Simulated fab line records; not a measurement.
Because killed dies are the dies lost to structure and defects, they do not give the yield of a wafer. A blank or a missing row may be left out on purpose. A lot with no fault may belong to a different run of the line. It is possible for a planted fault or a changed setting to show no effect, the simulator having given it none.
fab line records	flow n5_finfet
[record] lots = 12	wafers = 36	last_day = 17
route steps=1938 shown PAD_METAL@1896 PASSIVATION@1905
lots that met no fault: taken from a fault-free run of the same line
start_h: the number of hours between the record's first day and the start of the first shown wafer of the lot	wait_h: how many hours have passed since the lot's step before this one	" unchanged from the row above	L1.1+2: one row covering several wafers at once	- either no value or no given start	* or withheld: withheld	< > ~ a bound
route shown NAME@n: NAME is a module with steps in the file, n the number in the route of the first one	usual: mean and standard deviation over wafers with no fault	same: alike in all rows	chamber/n: place in a boat	sites: per-site readings	_std_site: the values' standard deviation	_edge_site: outer sites' mean less inner sites'	radius_mm: how far each site lies from the wafer's centre	mask NAME#n: copy n	behind: tool/chamber where the wafer was last shaped	hold: why the lot went on hold/how many hours it stayed there/how the hold came to an end	device: the transistor (n, p or np) that didn't switch	end of line: tests of these same wafers at the route's end	step lacking rows: just its recipe	killed: at the first sort, the dies lost to defects and structure; wafer yield is something else	map: a wafer's dies, x killed, . not, _ none there
set.NAME: the run value of the setting; set.NAME@STEP: its run value at that earlier step	model.NAME: the simulator's own value behind a step, which no gauge read
one table for each step of the route and one row for each wafer, over a sample of lots
services: a tool's chamber out of use, with start hour (start_h, from the record's first day; less than 0 if before it), hours out, and reason
[[steps]]
[step N5_PASSIVATION_AL_DEP_21]
[recipe] material = Al	target_thk_a = 28000	temp_c = 400	time_s = 170	power_w = 30000	chamber_pressure_pa = 0.4	gas = Ar
[usual] susceptor_temp_C = 400.00/0.22	throttle_valve_pct = 30.0/0.92
lot.wafer	tool	chamber	start_h	wait_h	susceptor_temp_C	throttle_valve_pct
L953.4	pvd_sputter-03	-	246.37	0.1	400.07	30.1
L953.5	"	-	"	"	400.05	29.2
L953.6	"	-	"	"	399.60	31.7
L956.1	pvd_sputter-01	-	272.44	0.1	400.02	31.9
L956.2	"	-	"	"	400.15	29.8
L956.5	"	-	"	"	400.13	32.0
L955.1	pvd_sputter-02	-	272.59	0.1	399.86	29.2
L955.3	"	-	"	"	400.06	29.1
L955.5	"	-	"	"	399.72	30.0
L957.1	pvd_sputter-03	-	287.36	0.1	399.70	31.7
L957.3	"	-	"	"	399.73	30.0
L957.5	"	-	"	"	399.73	31.8
L960.3	pvd_sputter-01	-	299.73	0.1	399.79	29.6
L960.4	"	-	"	"	400.36	30.1
L960.5	"	-	"	"	399.84	29.9
L965.1	pvd_sputter-02	-	333.87	0.1	400.22	29.9
L965.2	"	-	"	"	400.24	28.7
L965.6	"	-	"	"	400.04	28.8
L966.1	pvd_sputter-03	-	340.25	0.1	400.19	29.4
L966.2	"	-	"	"	400.31	29.7
L966.3	"	-	"	"	399.79	31.8
L970.1	pvd_sputter-02	-	377.21	0.1	400.56	29.2
L970.2	"	-	"	"	399.88	28.9
L970.6	"	-	"	"	400.17	29.2
L971.1	pvd_sputter-03	-	381.37	0.1	399.98	30.0
L971.2	"	-	"	"	399.89	31.5
L971.3	"	-	"	"	399.62	29.9
L976.2	pvd_sputter-01	-	403.60	0.1	399.98	29.7
L976.3	"	-	"	"	399.48	30.6
L976.6	"	-	"	"	400.09	30.2
L973.1	pvd_sputter-02	-	403.91	0.1	399.88	28.9
L973.4	"	-	"	"	399.72	30.0
L973.6	"	-	"	"	399.69	29.4
L972.3	pvd_sputter-01	-	404.38	0.1	399.78	29.8
L972.4	"	-	"	"	400.12	30.0
L972.6	"	-	"	"	400.16	30.1
[step N5_PASSIVATION_CD_MEAS_30]
[recipe] target_cd_nm = 4000	landing_energy_ev = 500	detector = se_inlens	polarity = opening
[usual] cd_nm = 4000.3/1.3
lot.wafer	tool	chamber	start_h	wait_h	cd_nm
L953.4	cd_sem-02	0	246.85	-	3999.4
L953.5	"	0	"	"	4000.3
L953.6	"	0	"	"	3999.2
L956.1	cd_sem-03	0	272.91	-	4003.3
L956.2	"	0	"	"	4002.7
L956.5	"	0	"	"	4002.4
L955.1	cd_sem-02	0	273.18	-	4000.4
L955.3	"	0	"	"	4001.5
L955.5	"	0	"	"	3999.2
L957.1	cd_sem-02	0	287.96	-	4000.9
L957.3	"	0	"	"	4002.4
L957.5	"	0	"	"	4000.5
L960.3	cd_sem-02	0	300.21	-	3998.1
L960.4	"	0	"	"	4000.1
L960.5	"	0	"	"	3999.0
L965.1	cd_sem-01	0	334.46	-	3999.6
L965.2	"	0	"	"	4001.3
L965.6	"	0	"	"	4000.0
L966.1	cd_sem-02	0	340.72	-	4000.2
L966.2	"	0	"	"	4003.8
L966.3	"	0	"	"	4003.3
L970.1	cd_sem-02	0	377.68	-	4000.1
L970.2	"	0	"	"	4001.2
L970.6	"	0	"	"	4001.1
L971.1	cd_sem-03	0	381.84	-	4002.1
L971.2	"	0	"	"	4000.8
L971.3	"	0	"	"	4002.0
L976.2	cd_sem-01	0	404.08	-	4000.4
L976.3	"	0	"	"	4000.7
L976.6	"	0	"	"	3999.9
L973.1	cd_sem-03	0	404.38	-	4000.3
L973.4	"	0	"	"	3999.5
L973.6	"	0	"	"	3999.2
L972.3	cd_sem-01	0	404.86	-	3999.8
L972.4	"	0	"	"	3999.8
L972.6	"	0	"	"	4000.1
[step N5_PASSIVATION_OVL_MEAS_63]
[recipe] points_per_wafer = 44
[usual] PAD_OVL = 5/6.7
lot.wafer	tool	chamber	start_h	wait_h	PAD_OVL[nm]
L953.4	overlay-02	0	246.88	0.0	1
L953.5	"	0	"	"	-8
L953.6	"	0	"	"	-8
L956.1	overlay-02	0	272.94	0.0	2
L956.2	"	0	"	"	12
L956.5	"	0	"	"	6
L955.1	overlay-01	0	273.21	0.0	-6
L955.3	"	0	"	"	5
L955.5	"	0	"	"	-1
L957.1	overlay-02	0	287.99	0.0	9
L957.3	"	0	"	"	0
L957.5	"	0	"	"	9
L960.3	overlay-02	0	300.24	0.0	3
L960.4	"	0	"	"	9
L960.5	"	0	"	"	2
L965.1	overlay-01	0	334.49	0.0	-9
L965.2	"	0	"	"	1
L965.6	"	0	"	"	-5
L966.1	overlay-01	0	340.75	0.0	6
L966.2	"	0	"	"	3
L966.3	"	0	"	"	11
L970.1	overlay-02	0	377.71	0.0	5
L970.2	"	0	"	"	10
L970.6	"	0	"	"	13
L971.1	overlay-01	0	381.87	0.0	2
L971.2	"	0	"	"	11
L971.3	"	0	"	"	4
L976.2	overlay-01	0	404.10	0.0	2
L976.3	"	0	"	"	10
L976.6	"	0	"	"	-5
L973.1	overlay-01	0	404.41	0.0	6
L973.4	"	0	"	"	20
L973.6	"	0	"	"	18
L972.3	overlay-02	0	404.89	0.0	13
L972.4	"	0	"	"	14
L972.6	"	0	"	"	8
[step N5_PASSIVATION_PECVD_53]
[recipe] material = SiO2	target_thk_a = 8000	temp_c = 400	precursor = TEOS/O2	pressure_torr = 6.5	rf_w = withheld	teos_flow_sccm = withheld	gas = O2	flow_sccm = 2650	time_s = 169.4
[usual] run_length_s = 197.2/0.61	susceptor_temp_C = 399.99/0.21
lot.wafer	tool	chamber	start_h	wait_h	run_length_s	susceptor_temp_C
L953.4	pecvd-03	1	248.09	0.1	198.2	400.18
L953.5	"	2	"	"	197.2	400.22
L953.6	"	0	"	"	197.2	399.79
L956.1	pecvd-04	0	274.31	0.0	196.8	399.69
L956.2	"	1	"	"	198.1	400.27
L956.5	"	2	"	"	197.3	399.92
L955.1	pecvd-03	0	274.87	0.0	196.9	399.60
L955.3	"	2	"	"	197.5	399.97
L955.5	"	0	"	"	197.1	400.03
L957.1	pecvd-03	2	289.96	0.0	197.4	400.04
L957.3	"	0	"	"	197.6	400.30
L957.5	"	1	"	"	198.3	399.92
L960.3	pecvd-02	2	302.15	0.0	196.8	400.15
L960.4	"	1	"	"	197.2	399.88
L960.5	"	2	"	"	197.1	400.18
L965.1	pecvd-02	0	335.69	0.0	196.5	400.12
L965.2	"	1	"	"	203.8	400.34
L965.6	"	2	"	"	203.2	400.03
L966.1	pecvd-02	2	341.95	0.0	197.1	400.05
L966.2	"	0	"	"	203.2	399.80
L966.3	"	1	"	"	196.9	400.28
L970.1	pecvd-03	1	379.00	0.0	198.2	399.95
L970.2	"	0	"	"	196.8	400.04
L970.6	"	0	"	"	196.9	399.99
L971.1	pecvd-04	2	383.14	0.0	197.5	400.02
L971.2	"	0	"	"	196.3	399.49
L971.3	"	1	"	"	197.7	399.85
L976.2	pecvd-04	1	405.29	0.0	198.2	400.08
L976.3	"	0	"	"	196.5	399.94
L976.6	"	0	"	"	196.8	399.89
L973.1	pecvd-04	2	405.64	0.0	197.8	399.92
L973.4	"	0	"	"	196.3	400.01
L973.6	"	2	"	"	197.5	400.04
L972.3	pecvd-04	0	406.19	0.0	196.3	399.97
L972.4	"	1	"	"	197.8	399.94
L972.6	"	0	"	"	197.1	400.08
[step N5_PASSIVATION_PROBE_49]
[usual] defect_limited_yield = 91.3/1.4	killed_at_M0_to_M3 = 35/11	killed_at_M4_up = 14/5.4	killed_at_contacts = 12/6.2	killed_at_front_end = 38/11	killed_at_other = 4.1/2.8	killed_dies = 103/17	killed_open = 66/13	killed_short = 34/8.2	sort_bin_5_function = 5.1/0.89	sort_bin_6_memory = 3.3/0.72	sort_n_pass = 1077/17	sort_yield_pct = 91.3/1.4
[same] gross_dies = 1180	killed_at_back_side = 0	sort_bin_4_leakage[%] = 0	sort_bin_8_speed[%] = 0
lot.wafer	tool	chamber	start_h	wait_h	defect_limited_yield[%]	killed_at_M0_to_M3	killed_at_M4_up	killed_at_contacts	killed_at_front_end	killed_at_other	killed_dies	killed_open	killed_short	sort_bin_5_function[%]	sort_bin_6_memory[%]	sort_n_pass	sort_yield_pct[%]
L953.4	prober-02	-	252.27	0.2	93.1	27	10	3	39	3	82	56	23	3.9	2.9	1098	93.1
L953.5	prober-02	-	252.32	0.2	93.6	26	14	7	27	2	76	42	32	3.3	2.7	1104	93.6
L953.6	prober-02	-	252.37	0.3	94.3	21	12	3	28	3	67	30	32	3.4	2.2	1113	94.3
L956.1	prober-02	-	277.98	0.0	88.6	39	14	21	55	5	134	88	42	6.9	3.7	1046	88.6
L956.2	prober-02	-	278.03	0.1	92.8	33	20	9	18	5	85	59	25	4.2	2.8	1095	92.8
L956.5	prober-02	-	278.18	0.2	91.8	33	17	13	33	1	97	68	23	4.5	3.0	1083	91.8
L955.1	prober-01	-	278.55	0.0	90.3	34	19	10	52	0	115	73	38	6.4	2.7	1065	90.3
L955.3	prober-01	-	278.65	0.1	92.0	23	18	5	44	4	94	69	24	4.2	3.7	1086	92.0
L955.5	prober-01	-	278.75	0.2	91.8	31	14	14	37	1	97	59	32	4.7	3.2	1083	91.8
L960.3	prober-01	-	306.74	0.1	88.1	54	28	29	28	2	141	95	40	7.3	4.2	1039	88.1
L960.4	prober-01	-	306.79	0.2	89.6	48	18	17	32	8	123	80	41	5.9	3.7	1057	89.6
L960.5	prober-01	-	306.84	0.2	88.9	47	24	11	42	7	131	89	38	6.3	4.6	1049	88.9
L965.1	prober-02	-	339.41	0.0	91.4	40	15	9	36	1	101	64	37	5.0	3.5	1079	91.4
L965.2	prober-02	-	339.46	0.1	88.7	57	25	19	25	7	133	77	52	7.0	4.1	1047	88.7
L965.6	prober-02	-	339.66	0.3	89.2	49	16	18	36	9	128	64	59	6.7	3.5	1052	89.2
L966.1	prober-02	-	345.97	0.0	92.2	23	13	12	39	5	92	59	29	4.2	3.3	1088	92.2
L966.2	prober-02	-	346.02	0.1	91.4	37	10	8	40	6	101	67	31	5.6	2.6	1079	91.4
L966.3	prober-02	-	346.07	0.1	89.7	27	15	7	68	5	122	81	40	6.1	3.7	1058	89.7
// killed by level:class
L953.4 DUMMY_GATE:geometric_particle:open=8 BEOL_M0_SAQP:geometric_particle:open=7 FIN_SAQP:geometric_particle:open=6 FIN_SAQP:geometric_particle:short=6 STI_FIN_REVEAL:geometric_particle:open=6 BEOL_M3:geometric_particle:open=6 BEOL_M0_SAQP:geometric_particle:short=5 GATE_CUT:geometric_particle:short=4
L953.5 BEOL_M2:geometric_particle:open=7 BEOL_M0_SAQP:geometric_particle:short=6 BEOL_M4:geometric_particle:short=5 FIN_SAQP:geometric_particle:open=4 FIN_SAQP:geometric_particle:short=4 MOL_CONTACT_COAG:geometric_particle:open=4 BEOL_M2:geometric_particle:short=3 BEOL_M3:geometric_particle:open=3
L953.6 BEOL_M0:geometric_particle:open=8 GATE_CUT:geometric_particle:short=6 ILD0:geometric_particle:short=4 BEOL_M0_SAQP:geometric_particle:short=4 STI_FIN_REVEAL:geometric_particle:open=3 DUMMY_GATE:geometric_particle:open=3 STI_FIN_REVEAL:geometric_particle:short=3 MOL_CONTACT_COAG:geometric_particle:open=3
L956.1 MOL_CONTACT_COAG:geometric_particle:open=17 BEOL_M3:geometric_particle:open=11 FIN_SAQP:geometric_particle:short=10 STI_FIN_REVEAL:geometric_particle:open=10 FIN_SAQP:geometric_particle:open=9 BEOL_M0_SAQP:geometric_particle:open=8 BEOL_M4:geometric_particle:open=6 SPACER0:geometric_particle:open=6
L956.2 BEOL_M4:geometric_particle:open=14 BEOL_M0_SAQP:geometric_particle:open=10 BEOL_M3:geometric_particle:open=9 MOL_CONTACT_COAG:geometric_particle:open=6 BEOL_M1:geometric_particle:open=6 STI_FIN_REVEAL:geometric_particle:open=5 FIN_SAQP:geometric_particle:short=3 MOL_CONTACT_COAG:geometric_particle:short=3
L956.5 MOL_CONTACT_COAG:geometric_particle:open=11 BEOL_M4:geometric_particle:open=11 BEOL_M0_SAQP:geometric_particle:open=10 BEOL_M1:geometric_particle:open=9 BEOL_M3:geometric_particle:open=7 STI_FIN_REVEAL:geometric_particle:open=6 FIN_SAQP:geometric_particle:short=5 STARTING-WAFER:geometric_particle:open=4
L955.1 BEOL_M1:geometric_particle:open=15 FIN_SAQP:geometric_particle:open=10 STI_FIN_REVEAL:geometric_particle:open=10 MOL_CONTACT_COAG:geometric_particle:open=9 STARTING-WAFER:geometric_particle:short=8 BEOL_M1:geometric_particle:short=7 FIN_SAQP:geometric_particle:short=6 BEOL_M4:geometric_particle:open=5
L955.3 FIN_SAQP:geometric_particle:open=20 BEOL_M3:geometric_particle:open=8 BEOL_M4:geometric_particle:open=7 STI_FIN_REVEAL:geometric_particle:open=6 DUMMY_GATE:geometric_particle:open=6 FIN_SAQP:geometric_particle:short=5 BEOL_M0_SAQP:geometric_particle:short=4 BEOL_M1:geometric_particle:open=4
L955.5 FIN_SAQP:geometric_particle:open=11 BEOL_M3:geometric_particle:open=8 MOL_CONTACT_COAG:geometric_particle:open=7 MOL_CONTACT_COAG:geometric_particle:short=5 DUMMY_GATE:geometric_particle:open=5 BEOL_M0_SAQP:geometric_particle:short=5 BEOL_M1:geometric_particle:open=5 FIN_SAQP:geometric_particle:short=4
L960.3 MOL_CONTACT_COAG:geometric_particle:open=21 BEOL_M4:geometric_particle:open=17 BEOL_M0_SAQP:geometric_particle:open=16 BEOL_M0_SAQP:geometric_particle:short=12 MOL_CONTACT_COAG:geometric_particle:short=8 BEOL_M1:geometric_particle:open=8 STI_FIN_REVEAL:geometric_particle:open=7 FIN_SAQP:geometric_particle:short=4
L960.4 BEOL_M0_SAQP:geometric_particle:short=15 MOL_CONTACT_COAG:geometric_particle:open=13 BEOL_M0_SAQP:geometric_particle:open=10 BEOL_M3:geometric_particle:open=10 BEOL_M4:geometric_particle:open=10 FIN_SAQP:geometric_particle:open=8 STI_FIN_REVEAL:geometric_particle:open=8 GATE_CUT:geometric_particle:short=8
L960.5 FIN_SAQP:geometric_particle:short=12 BEOL_M0_SAQP:geometric_particle:open=12 MOL_CONTACT_COAG:geometric_particle:open=10 BEOL_M2:geometric_particle:open=10 BEOL_M3:geometric_particle:open=7 FIN_SAQP:geometric_particle:open=6 BEOL_M0_SAQP:geometric_particle:short=6 BEOL_M4:geometric_particle:open=6
L965.1 FIN_SAQP:geometric_particle:open=14 BEOL_M1:geometric_particle:short=13 MOL_CONTACT_COAG:geometric_particle:open=8 BEOL_M0_SAQP:geometric_particle:short=7 BEOL_M0_SAQP:geometric_particle:open=6 BEOL_M2:geometric_particle:open=6 BEOL_M4:geometric_particle:open=5 BEOL_M4:geometric_particle:short=5
L965.2 BEOL_M0_SAQP:geometric_particle:short=16 BEOL_M0_SAQP:geometric_particle:open=15 MOL_CONTACT_COAG:geometric_particle:open=15 BEOL_M4:geometric_particle:open=11 BEOL_M1:geometric_particle:short=9 BEOL_M2:geometric_particle:open=8 BEOL_M4:geometric_particle:short=8 FIN_SAQP:geometric_particle:open=5
L965.6 BEOL_M0_SAQP:geometric_particle:short=12 BEOL_M2:geometric_particle:open=12 MOL_CONTACT_COAG:geometric_particle:open=11 BEOL_M1:geometric_particle:short=11 BEOL_M4:geometric_particle:short=11 FIN_SAQP:geometric_particle:short=9 BEOL_M0_SAQP:geometric_particle:open=8 MOL_CONTACT_COAG:geometric_particle:short=7
L966.1 FIN_SAQP:geometric_particle:open=10 STI_FIN_REVEAL:geometric_particle:open=8 FIN_SAQP:geometric_particle:short=7 MOL_CONTACT_COAG:geometric_particle:open=7 BEOL_M0_SAQP:geometric_particle:short=5 BEOL_M3:geometric_particle:open=5 BEOL_M4:geometric_particle:open=5 BEOL_M0_SAQP:geometric_particle:open=4
L966.2 STI_FIN_REVEAL:geometric_particle:open=16 FIN_SAQP:geometric_particle:open=7 GATE_CUT:geometric_particle:short=6 BEOL_M0_SAQP:geometric_particle:open=6 BEOL_M1:geometric_particle:open=6 BEOL_M2:geometric_particle:open=6 MOL_CONTACT_COAG:geometric_particle:open=5 BEOL_M4:geometric_particle:open=5
L966.3 STI_FIN_REVEAL:geometric_particle:open=23 BEOL_M0_SAQP:geometric_particle:short=8 ILD0:geometric_particle:short=7 MOL_CONTACT_COAG:geometric_particle:open=7 FIN_SAQP:geometric_particle:open=6 FIN_SAQP:geometric_particle:short=6 BEOL_M4:geometric_particle:open=6 DUMMY_GATE:geometric_particle:open=5
[[services]]
tool	chamber	start_h	hours	kind
pecvd-04	-	249.40	0.3	repair
pecvd-03	1	266.26	5.0	scheduled_down
pecvd-04	0	267.41	5.0	scheduled_down
pecvd-02	-	274.24	0.2	repair
pecvd-02	-	274.66	5.5	pm
pecvd-04	-	292.55	1.2	repair
pecvd-03	-	294.43	10.2	repair
pecvd-03	1	305.58	-	calibration
pvd_sputter-02	-	317.00	6.5	repair
pecvd-02	2	349.91	6.0	repair
pecvd-04	1	394.76	2.1	scheduled_down
pecvd-02	-	404.87	2.8	pm
[[key]]
[first_sign] step = N5_PASSIVATION_PECVD_53	reading = run_length_s	direction = up	sigmas = 10	usual = *	struck = *
effect none on later readings
met_at N5_PASSIVATION_PECVD_53
struck_lots L965,L966
struck_wafers L965.2,L965.6,L966.2
not_acting_at N5_PASSIVATION_AL_DEP_21,N5_PASSIVATION_CD_MEAS_30,N5_PASSIVATION_OVL_MEAS_63
onset_between 302.15 335.69
[fault] kind = process_parameter_drift	tool = pecvd-02	chamber = -	onset_h = 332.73	steps = N5_PASSIVATION_PECVD_53	channel = time_s	offset = *	shape = step	end_h = 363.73	scope = struck_wafers_only	acts_in = *	stated = *
